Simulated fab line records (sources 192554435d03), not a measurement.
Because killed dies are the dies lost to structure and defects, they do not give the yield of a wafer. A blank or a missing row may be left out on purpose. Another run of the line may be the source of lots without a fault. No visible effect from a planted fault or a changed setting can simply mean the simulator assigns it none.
Chamber matching | flow n5 finfet | N5_BEOL_M7_STRIP_19 on rie diel-05: 4 sister chambers
The step strips in O2. 14 wafers are shown with their chamber, then 7 later ones without.

WAFERS, EACH WITH ITS CHAMBER
wafer  | chamber | showerhead plenum p Torr (Torr) | drypump motor current A (A) | throttle valve pct (%)
L078.1 | 3       | 2.15                            | 4.9                         | 16.73
L078.4 | 2       | 2.26                            | 5.6                         | 16.47
L078.5 | 1       | 2.20                            | 5.5                         | 16.39
L082.3 | 2       | 2.26                            | 5.5                         | 16.53
L082.5 | 1       | 2.20                            | 5.4                         | 16.36
L082.6 | 2       | 2.26                            | 5.6                         | 16.50
L084.3 | 1       | 2.20                            | 5.4                         | 16.40
L084.5 | 1       | 2.20                            | 5.5                         | 16.41
L084.6 | 2       | 2.26                            | 5.6                         | 16.53
L088.1 | 0       | 2.07                            | 5.6                         | 16.69
L088.3 | 1       | 2.20                            | 5.4                         | 16.42
L088.6 | 2       | 2.25                            | 5.6                         | 16.53
L089.2 | 3       | 2.14                            | 4.9                         | 16.34
L089.3 | 0       | 2.07                            | 5.6                         | 16.68

SIGNATURES (averages over the wafers above)
reading                  | chamber 0 | chamber 1 | chamber 2 | chamber 3 | scatter within a chamber
showerhead plenum p Torr | 2.0700    | 2.2000    | 2.2580    | 2.1450    | 0.00361
drypump motor current A  | 5.600     | 5.440     | 5.580     | 4.900     | 0.0447
throttle valve pct       | 16.6850   | 16.3960   | 16.5120   | 16.5350   | 0.0901
Rule: distance of a wafer from a chamber = root of the sum over the readings of ((wafer's reading minus chamber's mean) / reading's scatter) squared. If the next closest chamber is less than 2 further off than the closest, the wafer can't be placed; otherwise it belongs to the closest. The scatter: the root of (the sum of the squares of (reading less its chamber's mean) over the shown wafers, divided by (wafers less chambers)).

WAFERS MISSING THEIR CHAMBER
wafer  | showerhead plenum p Torr (Torr) | drypump motor current A (A) | throttle valve pct (%)
L089.5 | 2.07                            | 5.6                         | 16.68
L095.2 | 2.07                            | 5.5                         | 16.67
L095.3 | 2.19                            | 5.4                         | 16.45
L095.6 | 2.14                            | 4.9                         | 16.35
L093.1 | 2.14                            | 4.9                         | 16.32
L093.2 | 2.25                            | 5.6                         | 16.54
L093.6 | 2.25                            | 5.6                         | 16.56

THE CHAMBER EACH PASSED THROUGH
wafer  | from the rows above | in truth
L089.5 | 0                   | 0
L095.2 | 0                   | 0
L095.3 | 1                   | 1
L095.6 | 3                   | 3
L093.1 | 3                   | 3
L093.2 | 2                   | 2
L093.6 | 2                   | 2
Correct placement for 7 of the 7. Not placeable from these rows: 0. Wrongly placed: 0.
